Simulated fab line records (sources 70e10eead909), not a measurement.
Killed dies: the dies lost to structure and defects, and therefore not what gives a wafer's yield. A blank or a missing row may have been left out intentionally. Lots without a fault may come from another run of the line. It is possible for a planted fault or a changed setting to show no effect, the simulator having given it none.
What tool caused it? ; flow nandHarc ; 30 wafers from 10 lots sampled at 4 of the route's 1302 steps

## WHAT THE GAUGES READ, wafer by wafer
NHARC_P_M2_THK_MEAS_24: measures by xrf.
lot;measured;on;thkNm (nm)
L075;day 6 19:07;filmMetro-02;143.6 142.8 144.7
L077;day 7 14:05;filmMetro-01;144.9 145.0 145.9
L081;day 9 09:40;filmMetro-02;142.8 148.5 143.7
L083;day 10 13:56;filmMetro-02;144.5 144.0 142.7
L086;day 11 08:55;filmMetro-01;144.8 141.3 144.8
L088;day 12 15:23;filmMetro-01;141.6 143.1 146.2
L090;day 13 02:50;filmMetro-02;140.8 142.9 142.9
L092;day 14 00:55;filmMetro-01;146.1 144.6 146.0
L094;day 14 20:20;filmMetro-02;145.8 143.8 141.6
L096;day 15 17:30;filmMetro-02;146.0 147.2 146.3

## EACH LOT AND THE TOOL THAT RAN IT (in order: tool; ch and the chambers of the sampled wafers; start)
lot;NHARC_P_M1_DESCUM_14;NHARC_P_M1_STRIP_18;NHARC_P_M1_ANNEAL_31
L075;rieDiel-11 ch 0,1,3, day 6 12:31;rieDiel-09 ch 0,2, day 6 12:55;rtpAnneal-01 ch 0, day 6 14:20
L077;rieDiel-02 ch 1,2,3, day 7 07:20;rieDiel-11 ch 1,2,3, day 7 07:43;rtpAnneal-01 ch 0, day 7 09:13
L081;rieDiel-11 ch 1,2,3, day 9 03:10;rieDiel-02 ch 1,2, day 9 03:34;rtpAnneal-02 ch 0, day 9 04:59
L083;rieDiel-11 ch 1,2,3, day 10 07:17;rieDiel-11 ch 0,3, day 10 07:40;rtpAnneal-01 ch 0, day 10 09:05
L086;rieDiel-09 ch 1,2,3, day 11 02:13;rieDiel-11 ch 0,2,3, day 11 02:38;rtpAnneal-02 ch 0, day 11 03:58
L088;rieDiel-11 ch 0,2,3, day 12 08:19;rieDiel-09 ch 0,1,2, day 12 08:42;rtpAnneal-01 ch 0, day 12 10:05
L090;rieDiel-09 ch 0,2,3, day 12 20:10;rieDiel-09 ch 1,2, day 12 20:34;rtpAnneal-01 ch 0, day 12 21:58
L092;rieDiel-09 ch 0,2,3, day 13 18:04;rieDiel-09 ch 0,2,3, day 13 18:33;rtpAnneal-01 ch 0, day 13 19:53
L094;rieDiel-02 ch 0,1,3, day 14 13:25;rieDiel-02 ch 1,2, day 14 13:49;rtpAnneal-01 ch 0, day 14 15:41
L096;rieDiel-09 ch 2,3, day 15 10:16;rieDiel-11 ch 1,2, day 15 10:38;rtpAnneal-01 ch 0, day 15 12:16
- NHARC_P_M1_DESCUM_14: chemistry O2, time 3 s.
- NHARC_P_M1_STRIP_18: strips in N2/H2.
- NHARC_P_M1_ANNEAL_31: time 90 s.

## THE ANSWER, worked out from the rows above alone
Rule: the usual values come from the lots themselves. Put in order of their means at a reading, lots are off if they are a third of the lots or fewer, leave a main group of 4 or more, and stand apart from it by a gap of 3 or more times the standard deviation of the main group's means; of several such gaps the widest counts. Not used: any main group whose means are identical at the precision the tables above print for the reading. Also off: a lot with no number at a reading for which 4 or more lots have one. The other lots that the step has rows for count as sound.
None of the lots is off at any reading shown; this tells nothing.

## WHAT THE SIMULATOR PUT IN
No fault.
